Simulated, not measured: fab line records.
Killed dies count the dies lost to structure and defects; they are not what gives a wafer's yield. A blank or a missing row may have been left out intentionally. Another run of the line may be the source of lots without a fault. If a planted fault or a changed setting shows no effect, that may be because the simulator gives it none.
Chamber matching / flow n5Finfet / N5_BEOL_M0_DEP_125 on pecvd-01 has 3 sister chambers
The step deposits SiCN from 3MS/NH3, target thk 8 nm, time 14 s. 16 wafers are shown with their chamber, then 8 later ones without.

== EACH WAFER AND ITS CHAMBER ==
wafer=L074.1; chamber=2; throttleValvePct (%)=8.7; showerheadPlenumPTorr (Torr)=3.663
wafer=L074.3; chamber=0; throttleValvePct (%)=8.5; showerheadPlenumPTorr (Torr)=3.687
wafer=L074.5; chamber=1; throttleValvePct (%)=9.0; showerheadPlenumPTorr (Torr)=3.671
wafer=L075.1; chamber=2; throttleValvePct (%)=8.7; showerheadPlenumPTorr (Torr)=3.664
wafer=L075.4; chamber=1; throttleValvePct (%)=9.0; showerheadPlenumPTorr (Torr)=3.677
wafer=L075.6; chamber=2; throttleValvePct (%)=8.4; showerheadPlenumPTorr (Torr)=3.661
wafer=L076.2; chamber=2; throttleValvePct (%)=8.6; showerheadPlenumPTorr (Torr)=3.663
wafer=L076.3; chamber=1; throttleValvePct (%)=9.1; showerheadPlenumPTorr (Torr)=3.678
wafer=L076.6; chamber=1; throttleValvePct (%)=9.1; showerheadPlenumPTorr (Torr)=3.688
wafer=L077.2; chamber=1; throttleValvePct (%)=9.2; showerheadPlenumPTorr (Torr)=3.675
wafer=L077.3; chamber=0; throttleValvePct (%)=8.5; showerheadPlenumPTorr (Torr)=3.686
wafer=L077.4; chamber=0; throttleValvePct (%)=8.4; showerheadPlenumPTorr (Torr)=3.682
wafer=L079.2; chamber=2; throttleValvePct (%)=8.7; showerheadPlenumPTorr (Torr)=3.666
wafer=L079.3; chamber=1; throttleValvePct (%)=9.3; showerheadPlenumPTorr (Torr)=3.681
wafer=L079.5; chamber=1; throttleValvePct (%)=9.3; showerheadPlenumPTorr (Torr)=3.678
wafer=L085.3; chamber=1; throttleValvePct (%)=9.3; showerheadPlenumPTorr (Torr)=3.689

SIGNATURES (means of the wafers above)
reading=throttleValvePct; chamber 0=8.467; chamber 1=9.162; chamber 2=8.620; scatter within a chamber=0.122
reading=showerheadPlenumPTorr; chamber 0=3.68500; chamber 1=3.67963; chamber 2=3.66340; scatter within a chamber=0.00476
Rule: a wafer lies at a distance from a chamber equal to the root of the sum of squares, over the readings, of (its reading less the chamber's mean, divided by the reading's scatter). The wafer belongs to the nearest chamber; if the next one is less than 2 further off, it can't be placed. How the scatter is found: for the shown wafers, subtract from each reading the mean of its chamber, square and add these, divide the total by (wafers less chambers), then take the root.

== WAFERS MISSING THEIR CHAMBER ==
wafer=L085.5; throttleValvePct (%)=8.6; showerheadPlenumPTorr (Torr)=3.690
wafer=L085.6; throttleValvePct (%)=8.6; showerheadPlenumPTorr (Torr)=3.654
wafer=L086.1; throttleValvePct (%)=8.8; showerheadPlenumPTorr (Torr)=3.694
wafer=L086.4; throttleValvePct (%)=9.3; showerheadPlenumPTorr (Torr)=3.690
wafer=L086.5; throttleValvePct (%)=8.6; showerheadPlenumPTorr (Torr)=3.651
wafer=L092.2; throttleValvePct (%)=8.8; showerheadPlenumPTorr (Torr)=3.683
wafer=L092.3; throttleValvePct (%)=8.7; showerheadPlenumPTorr (Torr)=3.681
wafer=L092.6; throttleValvePct (%)=8.5; showerheadPlenumPTorr (Torr)=3.710

== THE CHAMBER EACH PASSED THROUGH ==
wafer=L085.5; from the rows above=0; in truth=0
wafer=L085.6; from the rows above=2; in truth=2
wafer=L086.1; from the rows above=can't be placed: 0 or 1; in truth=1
wafer=L086.4; from the rows above=1; in truth=1
wafer=L086.5; from the rows above=2; in truth=2
wafer=L092.2; from the rows above=can't be placed: 0 or 1 or 2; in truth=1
wafer=L092.3; from the rows above=can't be placed: 0 or 2 or 1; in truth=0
wafer=L092.6; from the rows above=0; in truth=0
Placed correctly: 5 of 8. Cannot be placed on the basis of these rows: 3; the candidates contain the true chamber in 3. Placed wrongly: 0.
